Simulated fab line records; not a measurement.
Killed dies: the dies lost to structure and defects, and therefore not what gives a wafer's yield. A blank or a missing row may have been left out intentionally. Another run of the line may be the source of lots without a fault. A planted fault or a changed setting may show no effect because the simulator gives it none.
Matching of chambers || flow n5_finfet || N5_BEOL_M0_SAQP_ETCH_88 on rie_diel-05 has 4 sister chambers
The step etches underlayer in N2/H2, target depth 6.5 nm, time 5.2 s. 14 wafers are shown with their chamber, then 7 later ones without.

WAFERS WITH THEIR CHAMBER
{"wafer": "L076.1", "chamber": 3, "throttle_valve_pct (%)": 18.13, "etch_rf_on_time_s (s)": 5.39, "showerhead_plenum_p_Torr (Torr)": 2.61}
{"wafer": "L076.2", "chamber": 2, "throttle_valve_pct (%)": 17.64, "etch_rf_on_time_s (s)": 5.59, "showerhead_plenum_p_Torr (Torr)": 2.50}
{"wafer": "L076.6", "chamber": 2, "throttle_valve_pct (%)": 17.66, "etch_rf_on_time_s (s)": 5.61, "showerhead_plenum_p_Torr (Torr)": 2.50}
{"wafer": "L079.1", "chamber": 3, "throttle_valve_pct (%)": 18.15, "etch_rf_on_time_s (s)": 5.41, "showerhead_plenum_p_Torr (Torr)": 2.61}
{"wafer": "L079.3", "chamber": 0, "throttle_valve_pct (%)": 18.10, "etch_rf_on_time_s (s)": 5.01, "showerhead_plenum_p_Torr (Torr)": 2.62}
{"wafer": "L079.6", "chamber": 1, "throttle_valve_pct (%)": 17.79, "etch_rf_on_time_s (s)": 5.01, "showerhead_plenum_p_Torr (Torr)": 2.66}
{"wafer": "L082.2", "chamber": 3, "throttle_valve_pct (%)": 18.17, "etch_rf_on_time_s (s)": 5.38, "showerhead_plenum_p_Torr (Torr)": 2.60}
{"wafer": "L082.4", "chamber": 2, "throttle_valve_pct (%)": 17.65, "etch_rf_on_time_s (s)": 5.63, "showerhead_plenum_p_Torr (Torr)": 2.49}
{"wafer": "L082.5", "chamber": 0, "throttle_valve_pct (%)": 18.12, "etch_rf_on_time_s (s)": 5.01, "showerhead_plenum_p_Torr (Torr)": 2.62}
{"wafer": "L083.2", "chamber": 3, "throttle_valve_pct (%)": 18.16, "etch_rf_on_time_s (s)": 5.36, "showerhead_plenum_p_Torr (Torr)": 2.60}
{"wafer": "L083.3", "chamber": 1, "throttle_valve_pct (%)": 17.80, "etch_rf_on_time_s (s)": 5.01, "showerhead_plenum_p_Torr (Torr)": 2.65}
{"wafer": "L083.4", "chamber": 0, "throttle_valve_pct (%)": 18.10, "etch_rf_on_time_s (s)": 5.02, "showerhead_plenum_p_Torr (Torr)": 2.62}
{"wafer": "L084.4", "chamber": 1, "throttle_valve_pct (%)": 17.81, "etch_rf_on_time_s (s)": 5.01, "showerhead_plenum_p_Torr (Torr)": 2.65}
{"wafer": "L084.5", "chamber": 3, "throttle_valve_pct (%)": 18.15, "etch_rf_on_time_s (s)": 5.33, "showerhead_plenum_p_Torr (Torr)": 2.60}

SIGNATURES (averages over the wafers above)
{"reading": "throttle_valve_pct", "chamber 0": 18.1067, "chamber 1": 17.8000, "chamber 2": 17.6500, "chamber 3": 18.1520, "scatter within a chamber": 0.0124}
{"reading": "etch_rf_on_time_s", "chamber 0": 5.0133, "chamber 1": 5.0100, "chamber 2": 5.6100, "chamber 3": 5.3740, "scatter within a chamber": 0.0214}
{"reading": "showerhead_plenum_p_Torr", "chamber 0": 2.6200, "chamber 1": 2.6533, "chamber 2": 2.4967, "chamber 3": 2.6040, "scatter within a chamber": 0.00503}
Rule: for each reading, subtract the chamber's mean from the wafer's reading, divide by that reading's scatter and square the result; add these up over the readings and take the root, which gives the wafer's distance from the chamber. If the next closest chamber is less than 2 further off than the closest, the wafer can't be placed; otherwise it belongs to the closest. The scatter: the root of (the sum of the squares of (reading less its chamber's mean) over the shown wafers, divided by (wafers less chambers)).

WAFERS WHOSE CHAMBER IS MISSING
{"wafer": "L084.6", "throttle_valve_pct (%)": 18.13, "etch_rf_on_time_s (s)": 4.97, "showerhead_plenum_p_Torr (Torr)": 2.62}
{"wafer": "L086.1", "throttle_valve_pct (%)": 17.68, "etch_rf_on_time_s (s)": 5.74, "showerhead_plenum_p_Torr (Torr)": 2.49}
{"wafer": "L086.3", "throttle_valve_pct (%)": 18.17, "etch_rf_on_time_s (s)": 5.38, "showerhead_plenum_p_Torr (Torr)": 2.60}
{"wafer": "L086.5", "throttle_valve_pct (%)": 17.68, "etch_rf_on_time_s (s)": 5.73, "showerhead_plenum_p_Torr (Torr)": 2.49}
{"wafer": "L092.1", "throttle_valve_pct (%)": 18.16, "etch_rf_on_time_s (s)": 5.05, "showerhead_plenum_p_Torr (Torr)": 2.61}
{"wafer": "L092.3", "throttle_valve_pct (%)": 18.19, "etch_rf_on_time_s (s)": 5.41, "showerhead_plenum_p_Torr (Torr)": 2.60}
{"wafer": "L092.4", "throttle_valve_pct (%)": 17.71, "etch_rf_on_time_s (s)": 5.60, "showerhead_plenum_p_Torr (Torr)": 2.49}

WHICH CHAMBER EACH ONE RAN IN
{"wafer": "L084.6", "from the rows above": 0, "in truth": 0}
{"wafer": "L086.1", "from the rows above": 2, "in truth": 2}
{"wafer": "L086.3", "from the rows above": 3, "in truth": 3}
{"wafer": "L086.5", "from the rows above": 2, "in truth": 2}
{"wafer": "L092.1", "from the rows above": 0, "in truth": 0}
{"wafer": "L092.3", "from the rows above": 3, "in truth": 3}
{"wafer": "L092.4", "from the rows above": 2, "in truth": 2}
Correct placement for 7 of the 7. Not placeable from these rows: 0. 0 placed wrongly.
